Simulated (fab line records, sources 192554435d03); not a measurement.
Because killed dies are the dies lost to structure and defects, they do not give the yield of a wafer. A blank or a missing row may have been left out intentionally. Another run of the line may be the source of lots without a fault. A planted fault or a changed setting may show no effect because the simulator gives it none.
Chamber matching / flow n5Finfet / rieDiel-04 running N5_BEOL_M6_STRIP_19: 4 sister chambers
The step strips in O2. 4 wafers are shown with their chamber, then 7 later ones without.

WAFERS, EACH WITH ITS CHAMBER
wafer=L086.2; chamber=1; showerheadPlenumPTorr (Torr)=2.00
wafer=L086.3; chamber=3; showerheadPlenumPTorr (Torr)=2.12
wafer=L089.3; chamber=0; showerheadPlenumPTorr (Torr)=2.02
wafer=L089.4; chamber=2; showerheadPlenumPTorr (Torr)=2.11

WAFERS MISSING THEIR CHAMBER
wafer=L089.6; showerheadPlenumPTorr (Torr)=2.12
wafer=L092.1; showerheadPlenumPTorr (Torr)=2.11
wafer=L092.2; showerheadPlenumPTorr (Torr)=2.12
wafer=L092.5; showerheadPlenumPTorr (Torr)=2.00
wafer=L095.2; showerheadPlenumPTorr (Torr)=2.12
wafer=L095.3; showerheadPlenumPTorr (Torr)=2.11
wafer=L095.5; showerheadPlenumPTorr (Torr)=2.01

EACH ONE'S CHAMBER
wafer=L089.6; from the rows above=3; in truth=3
wafer=L092.1; from the rows above=2; in truth=2
wafer=L092.2; from the rows above=3; in truth=3
wafer=L092.5; from the rows above=1; in truth=1
wafer=L095.2; from the rows above=3; in truth=3
wafer=L095.3; from the rows above=2; in truth=2
wafer=L095.5; from the rows above=can't be placed: 1 or 0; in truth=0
Correctly placed: 6 of 7. Can't be placed from these rows: 1 (the true chamber is among the candidates in 1). Number placed wrongly: 0.
How it was worked out, from the rows above alone: a wafer's distance from a chamber is the root of the sum, over the readings, of the square of ((its reading less the chamber's mean) divided by the reading's scatter). If the next closest chamber is less than 2 further off than the closest, the wafer can't be placed; otherwise it belongs to the closest. The mean given for a chamber averages the wafers shown for that chamber. The scatter: with one shown wafer a chamber, the root of the mean of the squares of how far each hidden wafer lies from its nearest shown one.
